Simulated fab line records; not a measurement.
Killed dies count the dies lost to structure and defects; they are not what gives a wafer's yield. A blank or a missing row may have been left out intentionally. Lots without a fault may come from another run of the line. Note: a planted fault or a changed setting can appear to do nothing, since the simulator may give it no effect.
2 desks looking at one fault | flow n5 finfet | numbers are kept per desk, each desk with only its own; the story behind them comes last

## THE METROLOGY DESK
Means of the sampled wafers that have a number, per lot and without regard to the tool the lot ran on: this is what the gauges read. Any lot whose mean is over 4 standard deviations away from the usual mean is out of limits and marked OUT; that distance is given in the brackets. Of its 10 readings 7 are shown: those that lie furthest out on some lot.
Columns: A = DIBL_P at N5_BEOL_M4_RC_MEAS_101, usual 36.6 mV/V; B = IOFF_N at N5_BEOL_M4_RC_MEAS_101, usual 0.17 nA/um; C = IOFF_P at N5_BEOL_M4_RC_MEAS_101, usual 0.21 nA/um; D = ION_N at N5_BEOL_M4_RC_MEAS_101, usual 674 uA/um; E = ION_P at N5_BEOL_M4_RC_MEAS_101, usual 462 uA/um; F = SS_P at N5_BEOL_M4_RC_MEAS_101, usual 73.5 mV/dec; G = VT_N at N5_BEOL_M4_RC_MEAS_101, usual 250 mV
lot  | first seen here | A    | B    | C    | D   | E   | F    | G
L774 | day 10 01:57    | 34.0 | 0.12 | 0.18 | 652 | 458 | 73.0 | 257
L777 | day 10 06:04    | 37.7 | 0.24 | 0.29 | 696 | 473 | 74.1 | 244
L775 | day 10 08:25    | 35.8 | 0.15 | 0.20 | 678 | 464 | 74.1 | 252
L776 | day 10 11:35    | 40.3 | 0.19 | 0.24 | 686 | 468 | 73.9 | 247
L787 | day 12 14:05    | 35.2 | 0.14 | 0.18 | 662 | 456 | 73.0 | 253
L790 | day 13 11:56    | 35.0 | 0.16 | 0.23 | 675 | 473 | 73.9 | 248
L785 | day 13 12:01    | 38.1 | 0.17 | 0.22 | 665 | 456 | 73.5 | 250
L788 | day 13 12:56    | 32.4 | 0.12 | 0.17 | 642 | 448 | 71.8 | 253
L791 | day 14 11:39    | 39.1 | 0.21 | 0.24 | 676 | 461 | 73.8 | 249
L793 | day 14 19:44    | 39.0 | 0.19 | 0.24 | 682 | 467 | 73.3 | 248
L794 | day 15 10:08    | 36.5 | 0.18 | 0.26 | 680 | 470 | 73.2 | 250
This desk's verdict: no lot among the 11 shows anything out of limits.

## AT THE TOOL OWNER'S DESK: cvd co-02
The tool's own readings at N5_BEOL_M2_CO_CAP_55 (material Co, precursor CCTBA/H2, target thk 2 nm, time 102.1 s): means of the sampled wafers that have a number, for each lot that ran on this tool. Any lot whose mean is over 4 standard deviations away from the usual mean is out of limits and marked OUT; that distance is given in the brackets.
Columns: A = heater power w at N5_BEOL_M2_CO_CAP_55, usual 231 W; B = run length s at N5_BEOL_M2_CO_CAP_55, usual 124.7 s
lot  | first seen here | A   | B
L774 | day 8 03:52     | 234 | 124.9
L776 | day 8 12:44     | 234 | 124.7
L777 | day 8 16:10     | 230 | 124.5
L787 | day 10 20:43    | 218 | 140.8 (+27) OUT
L785 | day 11 04:08    | 236 | 145.2 (+35) OUT
Finding of this desk: L785, L787 out of limits; the first was L787 at day 10 20:43, on run length s at N5_BEOL_M2_CO_CAP_55. L774, L776, L777 stayed within limits.

## PUT TOGETHER
On L785, L787, at day 10 20:43, an alarm was possible from the tool owner's desk.
The metrology desk saw nothing out of limits.
The metrology desk holds a record of L785, L787, inside its limits.
All the named lots went through N5_BEOL_M2_CO_CAP_55 on cvd co-02.

## WHAT THE SIMULATOR HAD INSERTED
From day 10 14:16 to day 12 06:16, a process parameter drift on cvd co-02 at N5_BEOL_M2_CO_CAP_55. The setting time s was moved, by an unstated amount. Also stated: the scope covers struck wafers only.
Lots struck among those shown: L785, L787.
Each desk's first reading out of limits, in hours after the fault started: the tool owner's desk, 6.
